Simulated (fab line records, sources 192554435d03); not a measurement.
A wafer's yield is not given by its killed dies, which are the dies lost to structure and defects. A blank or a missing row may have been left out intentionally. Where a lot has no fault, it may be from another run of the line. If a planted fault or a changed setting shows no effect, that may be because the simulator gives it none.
fab line records -- flow n5Finfet
record lots=11, wafers=33, lastDay=18
route steps=1938 shown BEOL_M2@916 BEOL_M4@1111 PASSIVATION@1936
lots that met no fault: taken from a fault-free run of the same line
startH: hours from the record's opening day to when the first of the lot's shown wafers began -- waitH: hours since the lot's step before -- " the same as in the row above -- L1.1+2: a row that stands for several wafers -- - no value, or no start given -- * or withheld: withheld -- < > ~ a bound
route shown NAME@n: a module of which the file shows steps, and the number in the route of the first -- usual: mean/standard deviation taken from wafers without a fault -- same: alike in all rows -- chamber/n: place in a boat -- sites: per-site readings -- _std_site: the standard deviation of these -- _edge_site: mean of outer sites minus mean of inner sites -- radiusMm: for every site, how far away it sits from the centre of the wafer -- mask NAME#n: copy n -- behind: the most recent tool/chamber to have shaped the wafer -- hold: the reason the lot was held/the length of the hold in hours/how it ended -- device: names the non-switching transistor (n, p or np) -- end of line: the route-end tests of the same wafers -- where a step has no rows: the recipe by itself -- killed: dies that structure and defects cost at the first sort, which is not the same as the wafer's yield -- map: the dies of a wafer, with x for killed, . for not killed, _ for no die there
set.NAME: the setting the step ran with; set.NAME@STEP: the setting that earlier step ran with -- model.NAME: the simulator's own value behind a step, which no gauge read
a sample of lots followed through the steps of the route, with each step as a table and each wafer as a row
services: the hour from which a tool's chamber was out of use, counted from the record's first day as startH (under 0 if before that day), plus the number of hours and why
## steps
# step N5_BEOL_M2_SPUTTER_92
# recipe material=Cu, targetThkA=45, tempC=-20, chamberPressurePa=0.07, powerW=withheld, timeS=8.29
# usual throttleValvePct=30.2/0.94
lot.wafer,tool,chamber,startH,waitH,throttleValvePct
L316.4,pvdSputter-02,-,168.89,0.1,27.9
L316.5,pvdSputter-02,-,168.89,0.1,32.9
L316.6,pvdSputter-02,-,168.89,0.1,30.4
L317.2,pvdSputter-03,-,173.95,0.1,30.4
L317.3,pvdSputter-03,-,173.95,0.1,30.0
L317.6,pvdSputter-03,-,173.95,0.1,29.8
L318.1,pvdSputter-01,-,177.00,0.1,30.7
L318.3,pvdSputter-01,-,177.00,0.1,29.9
L318.4,pvdSputter-01,-,177.00,0.1,29.8
L319.1,pvdSputter-01,-,187.44,0.1,30.3
L319.2,pvdSputter-01,-,187.44,0.1,29.8
L319.6,pvdSputter-01,-,187.44,0.1,29.9
L320.2,pvdSputter-03,-,191.57,0.1,30.1
L320.4,pvdSputter-03,-,191.57,0.1,30.3
L320.5,pvdSputter-03,-,191.57,0.1,30.7
L327.2,pvdSputter-03,-,231.06,0.1,31.0
L327.3,pvdSputter-03,-,231.06,0.1,28.7
L327.6,pvdSputter-03,-,231.06,0.1,31.0
L328.2,pvdSputter-01,-,236.10,0.1,30.5
L328.3,pvdSputter-01,-,236.10,0.1,29.7
L328.5,pvdSputter-01,-,236.10,0.1,30.8
L330.1,pvdSputter-01,-,243.40,0.1,30.6
L330.2,pvdSputter-01,-,243.40,0.1,29.8
L330.3,pvdSputter-01,-,243.40,0.1,31.0
L329.1,pvdSputter-03,-,243.69,0.1,30.0
L329.4,pvdSputter-03,-,243.69,0.1,28.9
L329.5,pvdSputter-03,-,243.69,0.1,29.9
L334.1,pvdSputter-03,-,281.41,0.1,30.7
L334.2,pvdSputter-03,-,281.41,0.1,30.4
L334.4,pvdSputter-03,-,281.41,0.1,30.1
L335.2,pvdSputter-03,-,285.05,0.1,31.0
L335.4,pvdSputter-03,-,285.05,0.1,30.5
L335.5,pvdSputter-03,-,285.05,0.1,30.6
# step N5_BEOL_M2_SPUTTER_94
# recipe material=Cu, targetThkA=45, tempC=-20, chamberPressurePa=0.07, powerW=withheld, timeS=8.29
# usual throttleValvePct=30.2/0.95
lot.wafer,tool,chamber,startH,waitH,throttleValvePct
L316.4,pvdSputter-02,-,169.11,0.1,27.9
L316.5,pvdSputter-02,-,169.11,0.1,33.0
L316.6,pvdSputter-02,-,169.11,0.1,30.8
L317.2,pvdSputter-03,-,174.17,0.1,30.4
L317.3,pvdSputter-03,-,174.17,0.1,30.0
L317.6,pvdSputter-03,-,174.17,0.1,29.9
L318.1,pvdSputter-01,-,177.22,0.1,31.0
L318.3,pvdSputter-01,-,177.22,0.1,30.0
L318.4,pvdSputter-01,-,177.22,0.1,29.7
L319.1,pvdSputter-01,-,187.66,0.1,30.8
L319.2,pvdSputter-01,-,187.66,0.1,29.7
L319.6,pvdSputter-01,-,187.66,0.1,29.7
L320.2,pvdSputter-03,-,191.79,0.1,29.9
L320.4,pvdSputter-03,-,191.79,0.1,30.5
L320.5,pvdSputter-03,-,191.79,0.1,31.1
L327.2,pvdSputter-03,-,231.28,0.1,31.0
L327.3,pvdSputter-03,-,231.28,0.1,28.7
L327.6,pvdSputter-03,-,231.28,0.1,31.0
L328.2,pvdSputter-01,-,236.32,0.1,30.8
L328.3,pvdSputter-01,-,236.32,0.1,29.8
L328.5,pvdSputter-01,-,236.32,0.1,30.6
L330.1,pvdSputter-01,-,243.62,0.1,30.6
L330.2,pvdSputter-01,-,243.62,0.1,30.0
L330.3,pvdSputter-01,-,243.62,0.1,30.8
L329.1,pvdSputter-03,-,243.91,0.1,29.9
L329.4,pvdSputter-03,-,243.91,0.1,28.8
L329.5,pvdSputter-03,-,243.91,0.1,29.9
L334.1,pvdSputter-03,-,281.63,0.1,30.9
L334.2,pvdSputter-03,-,281.63,0.1,30.6
L334.4,pvdSputter-03,-,281.63,0.1,30.1
L335.2,pvdSputter-03,-,285.27,0.1,30.9
L335.4,pvdSputter-03,-,285.27,0.1,30.5
L335.5,pvdSputter-03,-,285.27,0.1,30.5
# step N5_BEOL_M2_PRE_CLEAN_60
# recipe gas=NH3/H2, timeS=15, tempC=*, rfPowerW=300
# usual heaterPowerW=99/26
lot.wafer,tool,chamber,startH,waitH,heaterPowerW
L316.4,cvdCo-01,2,170.17,0.1,89
L316.5,cvdCo-01,1,170.17,0.1,148
L316.6,cvdCo-01,0,170.17,0.1,78
L317.2,cvdCo-02,1,175.21,0.0,85
L317.3,cvdCo-02,0,175.21,0.0,81
L317.6,cvdCo-02,2,175.21,0.0,112
L318.1,cvdCo-01,1,178.27,0.0,154
L318.3,cvdCo-01,2,178.27,0.0,87
L318.4,cvdCo-01,2,178.27,0.0,87
L319.1,cvdCo-01,2,189.44,0.0,88
L319.2,cvdCo-01,1,189.44,0.0,148
L319.6,cvdCo-01,1,189.44,0.0,152
L320.2,cvdCo-02,1,193.04,0.0,85
L320.4,cvdCo-02,2,193.04,0.0,111
L320.5,cvdCo-02,0,193.04,0.0,81
L327.2,cvdCo-02,2,232.34,0.0,112
L327.3,cvdCo-02,1,232.34,0.0,87
L327.6,cvdCo-02,1,232.34,0.0,84
L328.2,cvdCo-01,2,237.44,0.0,87
L328.3,cvdCo-01,1,237.44,0.0,146
L328.5,cvdCo-01,1,237.44,0.0,149
L330.1,cvdCo-02,1,244.69,0.0,86
L330.2,cvdCo-02,0,244.69,0.0,80
L330.3,cvdCo-02,2,244.69,0.0,111
L329.1,cvdCo-01,2,244.95,0.0,89
L329.4,cvdCo-01,1,244.95,0.0,150
L329.5,cvdCo-01,0,244.95,0.0,75
L334.1,cvdCo-01,1,282.68,0.0,151
L334.2,cvdCo-01,0,282.68,0.0,77
L334.4,cvdCo-01,2,282.68,0.0,88
L335.2,cvdCo-01,1,286.42,0.0,147
L335.4,cvdCo-01,2,286.42,0.0,90
L335.5,cvdCo-01,0,286.42,0.0,78
# step N5_BEOL_M2_CO_CAP_55
# recipe material=Co, targetThkA=20, tempC=200, precursor=CCTBA/H2, pressureTorr=30, timeS=102.1
# usual chamberPressureTorr=30.00/0.063, heaterPowerOuterW=127/18, heaterPowerW=254/32
lot.wafer,tool,chamber,startH,waitH,chamberPressureTorr,heaterPowerOuterW,heaterPowerW
L316.4,cvdCo-01,2,170.23,0.0,30.01,122,239
L316.5,cvdCo-01,1,170.23,0.0,29.98,159,319
L316.6,cvdCo-01,0,170.23,0.0,30.05,118,229
L317.2,cvdCo-02,1,175.25,0.0,30.04,109,236
L317.3,cvdCo-02,0,175.25,0.0,30.03,115,230
L317.6,cvdCo-02,2,175.25,0.0,29.93,128,268
L318.1,cvdCo-01,1,178.31,0.0,-,-,-
L318.3,cvdCo-01,2,178.31,0.0,-,-,-
L318.4,cvdCo-01,2,178.31,0.0,-,-,-
L319.1,cvdCo-01,2,189.48,0.0,-,-,-
L319.2,cvdCo-01,1,189.48,0.0,-,-,-
L319.6,cvdCo-01,1,189.48,0.0,-,-,-
L320.2,cvdCo-02,1,193.08,0.0,-,-,-
L320.4,cvdCo-02,2,193.08,0.0,-,-,-
L320.5,cvdCo-02,0,193.08,0.0,-,-,-
L327.2,cvdCo-02,2,232.38,0.0,30.02,127,267
L327.3,cvdCo-02,1,232.38,0.0,30.15,111,241
L327.6,cvdCo-02,1,232.38,0.0,30.02,112,235
L328.2,cvdCo-01,2,237.48,0.0,30.11,122,241
L328.3,cvdCo-01,1,237.48,0.0,30.04,166,311
L328.5,cvdCo-01,1,237.48,0.0,29.95,165,306
L330.1,cvdCo-02,1,244.73,0.0,29.99,112,237
L330.2,cvdCo-02,0,244.73,0.0,30.08,118,230
L330.3,cvdCo-02,2,244.73,0.0,30.01,124,269
L329.1,cvdCo-01,2,244.99,0.0,30.02,120,242
L329.4,cvdCo-01,1,244.99,0.0,30.01,163,324
L329.5,cvdCo-01,0,244.99,0.0,30.09,117,227
L334.1,cvdCo-01,1,282.72,0.0,29.93,165,325
L334.2,cvdCo-01,0,282.72,0.0,30.07,116,230
L334.4,cvdCo-01,2,282.72,0.0,29.99,123,244
L335.2,cvdCo-01,1,286.46,0.0,30.04,161,320
L335.4,cvdCo-01,2,286.46,0.0,29.99,123,242
L335.5,cvdCo-01,0,286.46,0.0,30.03,118,223
# step N5_BEOL_M4_RC_MEAS_101
# usual DIBL_N=36.4/1.4, DIBL_P=36.3/1.8, IOFF_N=0.163/0.024, IOFF_P=0.21/0.034, ION_N=673/11, ION_P=461/7.4, SS_N=71.6/0.52, SS_P=73.3/0.58, VT_N=249.4/2.5, VT_P=-250/3.5
lot.wafer,tool,chamber,startH,waitH,DIBL_N[mV/V],DIBL_P[mV/V],IOFF_N[nA/um],IOFF_P[nA/um],ION_N[uA/um],ION_P[uA/um],SS_N[mV/dec],SS_P[mV/dec],VT_N[mV],VT_P[mV]
L316.4,prober-02,0,192.36,0.5,34.6,33.8,0.118,0.20,651,458,70.6,72.5,254.1,-248
L316.5,prober-02,0,192.36,0.5,36.9,36.4,0.154,0.25,661,462,72.2,72.9,247.8,-247
L316.6,prober-02,0,192.36,0.5,37.7,38.1,0.176,0.27,682,477,72.1,74.1,249.6,-243
L318.1,prober-01,0,199.09,0.0,37.5,36.9,0.177,0.25,684,470,72.3,73.5,250.3,-245
L318.3,prober-01,0,199.09,0.0,35.5,34.4,0.136,0.20,668,464,71.2,72.7,249.4,-249
L318.4,prober-01,0,199.09,0.0,38.3,37.3,0.186,0.27,677,467,71.6,73.2,249.5,-244
L317.2,prober-01,0,201.78,0.2,37.5,38.4,0.198,0.24,678,458,72.5,74.3,247.3,-249
L317.3,prober-01,0,201.78,0.2,39.0,39.6,0.209,0.26,679,460,72.6,74.2,246.0,-252
L317.6,prober-01,0,201.78,0.2,37.6,38.6,0.190,0.24,682,469,71.7,73.8,248.4,-249
L319.1,prober-01,0,209.37,0.0,34.1,35.5,0.139,0.18,652,448,71.5,73.3,253.9,-253
L319.2,prober-01,0,209.37,0.0,35.7,37.6,0.168,0.22,668,455,71.9,73.5,249.8,-252
L319.6,prober-01,0,209.37,0.0,34.1,35.9,0.138,0.19,656,455,71.8,73.8,253.2,-254
L320.2,prober-02,0,212.44,0.2,36.0,36.8,0.169,0.23,665,461,72.1,73.5,248.2,-247
L320.4,prober-02,0,212.44,0.2,35.0,35.7,0.145,0.21,666,457,71.0,73.2,248.0,-249
L320.5,prober-02,0,212.44,0.2,36.5,37.7,0.174,0.26,680,475,71.9,73.9,247.9,-244
L327.2,prober-01,0,260.35,0.2,35.4,36.8,0.153,0.22,674,461,71.8,72.6,250.4,-249
L327.3,prober-01,0,260.35,0.2,34.9,35.6,0.145,0.20,648,450,71.6,73.0,251.5,-251
L327.6,prober-01,0,260.35,0.2,36.1,36.5,0.154,0.21,666,458,71.9,73.0,252.0,-251
L328.2,prober-02,0,261.20,0.2,37.7,35.9,0.174,0.21,663,451,72.5,73.4,252.2,-249
L328.3,prober-02,0,261.20,0.2,35.0,33.7,0.124,0.17,661,455,71.4,73.3,254.1,-250
L328.5,prober-02,0,261.20,0.2,35.7,33.7,0.138,0.17,653,448,71.8,72.7,252.6,-256
L330.1,prober-01,0,262.24,0.0,35.6,34.6,0.142,0.17,658,449,71.2,72.6,251.1,-254
L330.2,prober-01,0,262.24,0.0,35.3,34.4,0.139,0.17,671,454,71.2,72.4,253.0,-258
L330.3,prober-01,0,262.24,0.0,37.2,37.2,0.175,0.21,675,463,71.5,73.6,246.6,-252
L329.1,prober-01,0,266.60,0.0,36.4,37.2,0.175,0.22,676,461,71.5,73.4,248.3,-248
L329.4,prober-01,0,266.60,0.0,34.9,35.6,0.147,0.19,683,465,70.5,72.6,248.1,-251
L329.5,prober-01,0,266.60,0.0,35.2,36.2,0.153,0.19,682,468,70.8,72.1,249.0,-251
L334.1,prober-02,0,300.13,0.0,35.3,31.4,0.130,0.15,674,453,71.3,72.9,250.6,-258
L334.2,prober-02,0,300.13,0.0,34.5,30.9,0.117,0.14,669,450,70.8,72.6,251.5,-257
L334.4,prober-02,0,300.13,0.0,35.9,32.4,0.137,0.16,660,446,70.6,72.0,250.8,-255
L335.2,prober-01,0,306.09,0.2,37.4,35.5,0.158,0.23,674,466,71.0,73.2,249.3,-247
L335.4,prober-01,0,306.09,0.2,40.3,38.7,0.217,0.30,691,465,72.4,73.9,245.3,-242
L335.5,prober-01,0,306.09,0.2,36.6,33.9,0.146,0.22,656,458,71.6,72.1,254.2,-247
# step N5_PASSIVATION_PROBE_49
# usual defectLimitedYield=91.4/1.6, killed_at_M0_to_M3=34/12, killed_at_M4_up=13/5.2, killedAtContacts=11/5.5, killedAtFrontEnd=40/13, killedAtOther=3.4/2.7, killedDies=102/19, killedOnRim=13/4.3, killedOpen=66/15, killedShort=33/7.9, sort_bin_5_function=5.1/1.1, sort_bin_6_memory=3.2/0.7, sortNPass=1078/19, sortYieldPct=91.4/1.6
# same grossDies=1180, killedAtBackSide=0, sort_bin_4_leakage[%]=0, sort_bin_8_speed[%]=0
lot.wafer,tool,chamber,startH,waitH,defectLimitedYield[%],killed_at_M0_to_M3,killed_at_M4_up,killedAtContacts,killedAtFrontEnd,killedAtOther,killedDies,killedOnRim,killedOpen,killedShort,sort_bin_5_function[%],sort_bin_6_memory[%],sortNPass,sortYieldPct[%]
L317.2,prober-01,-,302.38,0.1,92.8,22,8,4,44,7,85,8,45,40,4.3,2.8,1095,92.8
L329.1,prober-01,-,370.65,0.0,90.8,33,18,7,49,1,108,18,72,36,6.0,2.9,1072,90.8
L329.4,prober-01,-,370.80,0.2,90.8,38,9,22,38,1,108,15,55,53,5.6,3.2,1072,90.8
L329.5,prober-01,-,370.85,0.2,90.3,28,11,14,57,4,114,15,77,35,6.3,3.1,1066,90.3
# killed by level:class
L317.2 FIN_SAQP:geometricParticle:short=9 BEOL_M0_SAQP:geometricParticle:short=9 STI_FIN_REVEAL:geometricParticle:open=8 FIN_SAQP:geometricParticle:open=5 BEOL_M0_SAQP:geometricParticle:open=5 GATE_CUT:geometricParticle:short=4 MOL_CONTACT_COAG:geometricParticle:open=4 BEOL_M2:geometricParticle:open=4
L329.1 FIN_SAQP:geometricParticle:open=15 FIN_SAQP:geometricParticle:short=8 BEOL_M4:geometricParticle:open=8 STI_FIN_REVEAL:geometricParticle:open=7 MOL_CONTACT_COAG:geometricParticle:open=7 BEOL_M0_SAQP:geometricParticle:open=7 BEOL_M2:geometricParticle:open=6 STI_FIN_REVEAL:geometricParticle:short=5
L329.4 MOL_CONTACT_COAG:geometricParticle:open=16 FIN_SAQP:geometricParticle:short=14 BEOL_M0_SAQP:geometricParticle:short=13 STI_FIN_REVEAL:geometricParticle:open=7 BEOL_M0_SAQP:geometricParticle:open=7 MOL_CONTACT_COAG:geometricParticle:short=6 BEOL_M4:geometricParticle:open=6 GATE_CUT:geometricParticle:short=5
L329.5 FIN_SAQP:geometricParticle:open=17 STI_FIN_REVEAL:geometricParticle:open=15 MOL_CONTACT_COAG:geometricParticle:open=11 FIN_SAQP:geometricParticle:short=10 BEOL_M2:geometricParticle:open=8 BEOL_M0_SAQP:geometricParticle:short=7 BEOL_M0_SAQP:geometricParticle:open=6 BEOL_M4:geometricParticle:open=5
## services
tool,chamber,startH,hours,kind
cvdCo-01,-,206.43,0.5,repair
## key
firstSign step=N5_BEOL_M2_CO_CAP_55, reading=toolRecord, direction=missing
effect none on later readings
metAt N5_BEOL_M2_CO_CAP_55
struckLots L318,L319,L320
notActingAt N5_BEOL_M2_SPUTTER_92,N5_BEOL_M2_SPUTTER_94,N5_BEOL_M2_PRE_CLEAN_60
onsetBetween 175.25 178.31
fault kind=skippedStepWhole, tool=cvdCo-01,cvdCo-02, chamber=-, onsetH=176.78, steps=N5_BEOL_M2_CO_CAP_55, scope=struckLotsOnly
